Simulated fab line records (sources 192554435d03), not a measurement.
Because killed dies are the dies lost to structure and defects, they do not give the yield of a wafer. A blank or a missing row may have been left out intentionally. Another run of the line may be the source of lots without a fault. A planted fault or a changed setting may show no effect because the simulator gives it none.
Chamber matching    flow n5-finfet    N5_BEOL_M7_DESCUM_16 on rie-diel-01: 4 sister chambers
The step chemistry O2, time 7.9 s. 20 wafers are shown with their chamber, then 10 later ones without.

== WAFERS WITH THEIR CHAMBER ==
wafer   chamber  drypump-motor-current-A (A)  showerhead-plenum-p-Torr (Torr)  throttle-valve-pct (%)
L078.1  0        5.7                          2.18                             20.59
L078.3  2        4.9                          2.04                             20.25
L078.5  0        5.7                          2.18                             20.60
L080.1  3        4.7                          2.03                             20.28
L080.4  2        4.9                          2.04                             20.27
L080.6  2        4.9                          2.04                             20.26
L079.2  1        5.8                          2.00                             20.15
L079.4  3        4.7                          2.03                             20.29
L079.5  0        5.7                          2.18                             20.61
L081.3  3        4.7                          2.03                             20.28
L081.4  1        5.8                          2.00                             20.14
L081.5  2        4.9                          2.04                             20.26
L085.2  1        5.7                          2.00                             20.16
L085.4  0        5.8                          2.17                             20.59
L085.5  3        4.7                          2.02                             20.28
L088.1  1        5.8                          2.00                             20.18
L088.4  2        4.9                          2.03                             20.29
L088.5  2        4.9                          2.03                             20.30
L090.3  3        4.7                          2.02                             20.29
L090.4  1        5.7                          2.00                             20.18

SIGNATURES (averages over the wafers above)
reading                   chamber 0  chamber 1  chamber 2  chamber 3  scatter within a chamber
drypump-motor-current-A   5.725      5.760      4.900      4.700      0.0349
showerhead-plenum-p-Torr  2.1775     2.0000     2.0367     2.0260     0.00453
throttle-valve-pct        20.5975    20.1620    20.2717    20.2840    0.0149
Rule: for a wafer and a chamber, the distance is found by dividing, reading by reading, the gap between the wafer's reading and the chamber's mean by the reading's scatter, squaring, summing and taking the root. If the next closest chamber is less than 2 further off than the closest, the wafer can't be placed; otherwise it belongs to the closest. How the scatter is found: for the shown wafers, subtract from each reading the mean of its chamber, square and add these, divide the total by (wafers less chambers), then take the root.

== WAFERS MISSING THEIR CHAMBER ==
wafer   drypump-motor-current-A (A)  showerhead-plenum-p-Torr (Torr)  throttle-valve-pct (%)
L090.6  4.9                          2.03                             20.30
L092.1  4.6                          2.02                             20.29
L092.2  5.8                          2.17                             20.64
L092.3  5.8                          1.99                             20.19
L093.3  5.0                          2.03                             20.31
L093.4  5.7                          2.16                             20.65
L093.6  5.8                          1.99                             20.18
L094.1  5.8                          1.99                             20.19
L094.4  4.7                          2.02                             20.33
L094.6  5.0                          2.03                             20.31

== WHICH CHAMBER EACH WENT THROUGH ==
wafer   from the rows above  in truth
L090.6  2                    2
L092.1  3                    3
L092.2  0                    0
L092.3  1                    1
L093.3  2                    2
L093.4  0                    0
L093.6  1                    1
L094.1  1                    1
L094.4  3                    3
L094.6  2                    2
Placed correctly: 10 of 10. Not placeable from these rows: 0. Wrongly placed: 0.
